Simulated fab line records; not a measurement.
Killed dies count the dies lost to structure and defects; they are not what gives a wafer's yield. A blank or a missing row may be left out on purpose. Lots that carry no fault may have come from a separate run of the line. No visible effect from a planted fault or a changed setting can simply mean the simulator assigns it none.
Comparing a struck lot with a sound one + flow nandHarc + 25 steps out of a route of 1302
Sound: the wafers L223.2, L223.3, L223.4. Wafers struck: L227.1, L227.4, L227.6. At the end, the cause is stated.
Order at every step that has rows: each side's tool, ch and its chambers, its first start. Under that, the readings that differ: sound wafers + struck wafers + difference of the means + sigmas: that difference in standard deviations of wafers without a fault.
alike: words and numbers the same on both sides, and readings whose means are apart by under 2 such deviations; not compared: readings that were withheld, readings missing a value for some wafer, numbers with overlapping values and no deviation given by the record, and bounds like >300 which may hide the same value.
A row with sigmas, a row that says differs or no value, or rows on one side alone: a step with any of these is where the two part. When numbers do not overlap yet have no deviation, they are printed without sigmas and do not part them. Lack of a reading on every wafer of one side parts them only where that side has two or more wafers.

first, 1 step without rows for these wafers: NHARC_P_M0_SRD_25.
NHARC_P_M0_INSPECT_27:
  sound on defectInspect-02, day 10 19:25; struck on defectInspect-01, day 12 03:59
  alike: rawDefectCount
NHARC_P_M0_PRE_CLEAN_31: time 12 s.
  sound on pecvd-04 ch 0,2, day 10 19:30; struck on pecvd-01 ch 0,1,2, day 12 04:03
  alike: heaterPowerW
NHARC_P_M0_DEP_32: deposits SiCN, target thk 30 nm.
  sound on pecvd-04 ch 0,2, day 10 19:37; struck on pecvd-01 ch 0,1,2, day 12 04:08
  alike: heaterPowerW, showerheadVppV
then, 7 steps without rows for these wafers: NHARC_P_M1_DEP_00 (deposits SiOC, target thk 182.5 nm); NHARC_P_M1_DEHYDRATE_01 (time 120 s); NHARC_P_M1_HMDS_02 (time 30 s); NHARC_P_M1_COAT_34 (time 65 s); NHARC_P_M1_COAT_03 (resist thk 90 nm); NHARC_P_M1_SOFTBAKE_04 (time 55 s); NHARC_P_M1_EBR_05.
NHARC_P_M1_EXPOSE_06: exposes mask P M1, target cd 130 nm.
  sound on arfiScanner-01 ch 0, day 10 20:41; struck on arfiScanner-03 ch 0, day 12 05:17
| reading           | sound             | struck            | difference | sigmas      |
|-------------------|-------------------|-------------------|------------|-------------|
| exposureDoseMJCm2 | 81.79 81.66 81.89 | 98.21 98.26 98.23 | +16.45     | +99 or more |
  alike: mask
then, 2 steps without rows for these wafers: NHARC_P_M1_PEB_07 (peb time 65 s); NHARC_P_M1_DEVELOP_08 (develop time 35 s).
NHARC_P_M1_CD_MEAS_09: target cd 130 nm.
  sound on cdSem-01 ch 0, day 10 20:49; struck on cdSem-01 ch 0, day 12 05:26
| reading   | sound             | struck            | difference | sigmas |
|-----------|-------------------|-------------------|------------|--------|
| cdNm (nm) | 129.9 129.1 129.2 | 141.3 141.4 141.4 | +12.0      | +22    |
NHARC_P_M1_OVL_MEAS_10: pitch 260 nm.
  sound on overlay-01, day 10 20:54; struck on overlay-02, day 12 05:31
  alike: overlayXNm, overlayYNm
NHARC_P_M1_INSPECT_11:
  sound on defectInspect-02, day 10 20:56; struck on defectInspect-02, day 12 05:33
  alike: rawDefectCount
NHARC_P_M1_DESCUM_14: chemistry O2, time 3 s.
  sound on rieDiel-10 ch 1,2,3, day 10 21:01; struck on rieDiel-02 ch 0,1,3, day 12 05:38
| reading              | sound             | struck            | difference | sigmas |
|----------------------|-------------------|-------------------|------------|--------|
| model.P_M1.cdNm (nm) | 130.2 129.8 129.6 | 140.1 141.2 141.1 | +10.9      |        |
  alike: drypumpMotorCurrentA, oesProductAu, rfVppV, showerheadPlenumPTorr, throttleValvePct
  not compared: rfHoursCounterH
NHARC_P_M1_ETCH_35: etches the open film in N2/H2, target depth 40 nm, overetch 12 nm, time 43.94 s.
  sound on rieDiel-10 ch 0,1,2, day 10 21:05; struck on rieDiel-02 ch 0,2, day 12 05:42
| reading                  | sound          | struck         | difference | sigmas |
|--------------------------|----------------|----------------|------------|--------|
| drypumpMotorCurrentA (A) | 5.55 5.71 5.65 | 6.61 5.93 5.93 | +0.52      | +2     |
  alike: oesProductAu, rfVppV, showerheadPlenumPTorr, throttleValvePct
  not compared: rfHoursCounterH
NHARC_P_M1_ETCH_15: etches the open film in C4F8/Ar, target depth 182.5 nm, time 91.2 s.
  sound on rieDiel-10 ch 1,2,3; struck on rieDiel-02 ch 0,2
  alike: oesProductAu, rfVppV
  not compared: rfHoursCounterH
NHARC_P_M1_CD_MEAS_16:
  sound on cdSem-03, day 10 21:19; struck on cdSem-03, day 12 05:59
| reading   | sound             | struck            | difference | sigmas |
|-----------|-------------------|-------------------|------------|--------|
| cdNm (nm) | 129.9 129.3 128.9 | 139.8 141.4 140.7 | +11.3      | +17    |
NHARC_P_M1_STRIP_18: strips in N2/H2.
  sound on rieDiel-06 ch 0,1,2, day 10 21:23; struck on rieDiel-02 ch 0,3, day 12 06:06
  alike: drypumpMotorCurrentA, oesProductAu, rfVppV, showerheadPlenumPTorr, throttleValvePct
  not compared: rfHoursCounterH
NHARC_P_M1_ETCH_28: etches the open film in CF4/N2, target depth 30 nm, time 72.99 s.
  sound on rieDiel-06 ch 0,1,2; struck on rieDiel-02 ch 0,2,3
| reading                  | sound             | struck            | difference | sigmas |
|--------------------------|-------------------|-------------------|------------|--------|
| drypumpMotorCurrentA (A) | 5.6 5.5 5.3       | 6.6 5.8 5.9       | +0.6       | +2     |
| model.P_M1.cdNm (nm)     | 129.9 129.6 129.2 | 139.5 140.9 140.7 | +10.8      |        |
  alike: cf4FlowSccm, oesProductAu, rfVppV, showerheadPlenumPTorr, throttleValvePct
  not compared: rfHoursCounterH
then, 1 step without rows for these wafers: NHARC_P_M1_STRIP_19 (strips in post etch residue remover, time 600 s).
NHARC_END_SORT_01:
  the record has rows for the sound wafers here (prober-01 ch 0, day 29 10:29) and none for the struck ones

== WHERE THEY PART ==
First at NHARC_P_M1_EXPOSE_06; last, within this record, at NHARC_END_SORT_01.

WHY: whatever the simulator had introduced
Process parameters drifting: arfiScanner-03 at NHARC_P_M1_EXPOSE_06, beginning at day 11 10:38. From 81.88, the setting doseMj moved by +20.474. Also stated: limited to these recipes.
